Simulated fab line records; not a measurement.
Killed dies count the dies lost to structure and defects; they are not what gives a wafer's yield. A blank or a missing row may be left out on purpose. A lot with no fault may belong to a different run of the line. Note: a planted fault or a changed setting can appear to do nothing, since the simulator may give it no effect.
Chamber matching + flow nand_harc + rie_diel-06 running NHARC_A_BLC_STRIP_29: 4 sister chambers
The step strips in CF4. 7 wafers are shown with their chamber, then 7 later ones without.

## WAFERS WITH THEIR CHAMBER
| wafer  | chamber | showerhead_plenum_p_Torr (Torr) | drypump_motor_current_A (A) |
|--------|---------|---------------------------------|-----------------------------|
| L075.1 | 2       | 1.84                            | 6.2                         |
| L084.6 | 3       | 1.65                            | 6.4                         |
| L087.3 | 1       | 1.77                            | 5.6                         |
| L087.4 | 3       | 1.65                            | 6.5                         |
| L087.5 | 0       | 1.87                            | 5.3                         |
| L092.2 | 0       | 1.86                            | 5.3                         |
| L092.3 | 1       | 1.77                            | 5.7                         |

## WAFERS WITH NO CHAMBER GIVEN
| wafer  | showerhead_plenum_p_Torr (Torr) | drypump_motor_current_A (A) |
|--------|---------------------------------|-----------------------------|
| L092.4 | 1.83                            | 6.2                         |
| L097.3 | 1.86                            | 5.3                         |
| L097.4 | 1.65                            | 6.5                         |
| L097.6 | 1.83                            | 6.2                         |
| L096.2 | 1.86                            | 5.3                         |
| L096.5 | 1.83                            | 6.2                         |
| L096.6 | 1.77                            | 5.6                         |

## WHICH CHAMBER EACH WENT THROUGH
| wafer  | from the rows above | in truth |
|--------|---------------------|----------|
| L092.4 | 2                   | 2        |
| L097.3 | 0                   | 0        |
| L097.4 | 3                   | 3        |
| L097.6 | 2                   | 2        |
| L096.2 | 0                   | 0        |
| L096.5 | 2                   | 2        |
| L096.6 | 1                   | 1        |
7 of 7 placed correctly. Number that these rows cannot place: 0. Number placed wrongly: 0.
How it was worked out, from the rows above alone: a wafer's distance from a chamber is the root of the sum, over the readings, of the square of ((its reading less the chamber's mean) divided by the reading's scatter). The wafer belongs to the nearest chamber; if the next one is less than 2 further off, it can't be placed. For every chamber, the mean is computed from those of its wafers that are shown. How the scatter is found: for the shown wafers, subtract from each reading the mean of its chamber, square and add these, divide the total by (wafers less chambers), then take the root.
